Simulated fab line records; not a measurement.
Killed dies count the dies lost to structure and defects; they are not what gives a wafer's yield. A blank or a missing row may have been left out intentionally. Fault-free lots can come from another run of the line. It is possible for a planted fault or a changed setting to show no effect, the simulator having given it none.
A struck lot beside a sound one :: flow nand-harc :: 14 steps out of a route of 1302
Sound: the wafers L266.3, L266.5, L266.6. Struck: wafers L275.2, L275.4, L275.6. At the end, the cause is stated.
For every step that has rows: the tool of each side, followed by ch and its chambers, followed by its first start. Under that, the readings that differ: sound wafers :: struck wafers :: difference of the means :: sigmas: that difference in standard deviations of wafers without a fault.
alike: readings whose means differ by less than 2 such deviations, and words and numbers that are the same on both sides. not compared: withheld readings, readings that some wafer has no value for, bounds like >300 that may hide the same value, and numbers for which the record gives no deviation and whose values overlap.
Wherever a step has rows on one side only, a row that says differs or no value, or a row with sigmas, the two part there. Numbers that have no deviation but don't overlap get no sigmas and don't part them. A reading missing from all wafers of one side parts the sides only when that side holds two or more wafers.

NHARC_THIN_TSV_DEGAS_49: time 120 s.
  sound: pvd-sputter-03 at day 27 15:15; struck: pvd-sputter-01 at day 31 01:51
  alike: heater-power-w
then, 1 step without rows for these wafers: NHARC_THIN_TSV_PRE_CLEAN_50 (time 30 s).
NHARC_THIN_TSV_PVD_19: deposits TaN, target thk 20 nm.
  sound on pvd-sputter-03; struck on pvd-sputter-01
reading: throttle-valve-pct (%)
sound: 29.2 28.0 29.0
struck: 29.9 31.3 31.2
difference: +2.1
sigmas: +2
  alike: chamber-pressure-pa
NHARC_THIN_TSV_PVD_51: deposits Cu, target thk 100 nm.
  sound on pvd-sputter-03; struck on pvd-sputter-01
reading: throttle-valve-pct (%)
sound: 28.0 29.1 29.5
struck: 31.2 30.0 31.3
difference: +2.0
sigmas: +2
  alike: chamber-pressure-pa
then, 1 step without rows for these wafers: NHARC_THIN_TSV_ECD_20 (material Cu, target thk 2000 nm).
NHARC_THIN_TSV_ANNEAL_52: time 90 s.
  sound on rtp-anneal-02 ch 0, day 27 16:32; struck on rtp-anneal-02 ch 0, day 31 03:04
  alike: wafer_temp_C_max
NHARC_THIN_TSV_CMP_21: polishes, t overpolish 30 s, target thk 2000 nm.
  sound on cmp-02 ch 2,3, day 27 16:47; struck on cmp-01 ch 0,1, day 31 03:22
  alike: motor-current-A, overpolish-run-s
  not compared: pad-life-wafers
then, 4 steps without rows for these wafers: NHARC_THIN_TSV_SRD_23; NHARC_THIN_TSV_DEGAS_53 (time 60 s); NHARC_THIN_TSV_PRE_CLEAN_54 (time 30 s); NHARC_THIN_TSV_PVD_55 (deposits TiN, target thk 50 nm).
NHARC_THIN_TSV_PVD_24: deposits Al, target thk 800 nm.
  sound: pvd-sputter-03 at day 27 17:35; struck: pvd-sputter-03 at day 31 04:11
then, 1 step without rows for these wafers: NHARC_THIN_TSV_DEHYDRATE_25 (time 120 s).
NHARC_END_SORT_01:
  only the struck wafers appear in the record here, on prober-01 ch 0 at day 31 14:13; the sound ones have no rows

## WHERE THEY PART
First at NHARC_THIN_TSV_PVD_19; last, within this record, at NHARC_END_SORT_01.

WHY: what the simulator had put in
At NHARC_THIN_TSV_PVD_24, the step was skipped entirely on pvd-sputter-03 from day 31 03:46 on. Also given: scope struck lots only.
